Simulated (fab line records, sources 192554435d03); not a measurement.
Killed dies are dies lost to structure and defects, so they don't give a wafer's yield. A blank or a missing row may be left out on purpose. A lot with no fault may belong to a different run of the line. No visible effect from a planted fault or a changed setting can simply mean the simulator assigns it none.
Matching of chambers + flow n5_finfet + N5_BEOL_M4_ETCH_74 on rie_diel-03: 4 sister chambers
The step etches underlayer in N2/H2, target depth 6.5 nm, time 5.2 s. 16 wafers are shown with their chamber, then 8 later ones without.

== WAFERS WITH THEIR CHAMBER ==
| wafer  | chamber | showerhead_plenum_p_Torr (Torr) | drypump_motor_current_A (A) | throttle_valve_pct (%) |
|--------|---------|---------------------------------|-----------------------------|------------------------|
| L077.1 | 3       | 2.40                            | 5.1                         | 18.02                  |
| L077.5 | 2       | 2.67                            | 5.6                         | 17.93                  |
| L077.6 | 1       | 2.69                            | 5.8                         | 17.43                  |
| L083.1 | 3       | 2.40                            | 5.1                         | 18.06                  |
| L083.2 | 1       | 2.69                            | 5.8                         | 17.44                  |
| L083.5 | 1       | 2.68                            | 5.8                         | 17.47                  |
| L080.1 | 1       | 2.68                            | 5.8                         | 17.46                  |
| L080.2 | 3       | 2.40                            | 5.1                         | 18.05                  |
| L080.5 | 3       | 2.40                            | 5.1                         | 18.04                  |
| L085.2 | 3       | 2.40                            | 5.1                         | 18.04                  |
| L085.5 | 1       | 2.68                            | 5.8                         | 17.48                  |
| L085.6 | 0       | 2.61                            | 6.0                         | 18.27                  |
| L088.1 | 1       | 2.68                            | 5.8                         | 17.49                  |
| L088.2 | 2       | 2.66                            | 5.6                         | 17.96                  |
| L088.3 | 3       | 2.40                            | 5.1                         | 18.04                  |
| L091.1 | 2       | 2.65                            | 5.7                         | 17.95                  |

SIGNATURES, as means of the wafers listed above
| reading                  | chamber 0 | chamber 1 | chamber 2 | chamber 3 | scatter within a chamber |
|--------------------------|-----------|-----------|-----------|-----------|--------------------------|
| showerhead_plenum_p_Torr | 2.6100    | 2.6833    | 2.6600    | 2.4000    | 0.00527                  |
| drypump_motor_current_A  | 6.000     | 5.800     | 5.633     | 5.100     | 0.0236                   |
| throttle_valve_pct       | 18.2700   | 17.4617   | 17.9467   | 18.0417   | 0.0183                   |
Rule: a wafer's distance from a chamber is the root of the sum, over the readings, of the square of ((its reading less the chamber's mean) divided by the reading's scatter). The wafer belongs to the nearest chamber; if the next one is less than 2 further off, it can't be placed. The scatter: take each reading less its chamber's mean, square it, sum over the shown wafers, divide by the number of wafers less the number of chambers, and take the root.

== WAFERS WITH NO CHAMBER GIVEN ==
| wafer  | showerhead_plenum_p_Torr (Torr) | drypump_motor_current_A (A) | throttle_valve_pct (%) |
|--------|---------------------------------|-----------------------------|------------------------|
| L091.4 | 2.39                            | 5.1                         | 18.07                  |
| L091.5 | 2.68                            | 5.8                         | 17.50                  |
| L093.1 | 2.67                            | 5.8                         | 17.50                  |
| L093.4 | 2.67                            | 5.8                         | 17.51                  |
| L093.6 | 2.60                            | 6.0                         | 17.89                  |
| L094.1 | 2.60                            | 6.0                         | 17.86                  |
| L094.5 | 2.60                            | 6.0                         | 17.87                  |
| L094.6 | 2.65                            | 5.7                         | 17.99                  |

== CHAMBER TAKEN BY EACH ==
| wafer  | from the rows above     | in truth                   |
|--------|-------------------------|----------------------------|
| L091.4 | 3                       | 3                          |
| L091.5 | 1                       | 1                          |
| L093.1 | 1                       | 1                          |
| L093.4 | 1                       | 1                          |
| L093.6 | can't be placed: 2 or 0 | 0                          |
| L094.1 | 2                       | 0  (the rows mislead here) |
| L094.5 | 2                       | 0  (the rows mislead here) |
| L094.6 | 2                       | 2                          |
Correct placement for 5 of the 8. These rows do not allow placing 1 (true chamber among the candidates in 1). Placed wrongly: 2.
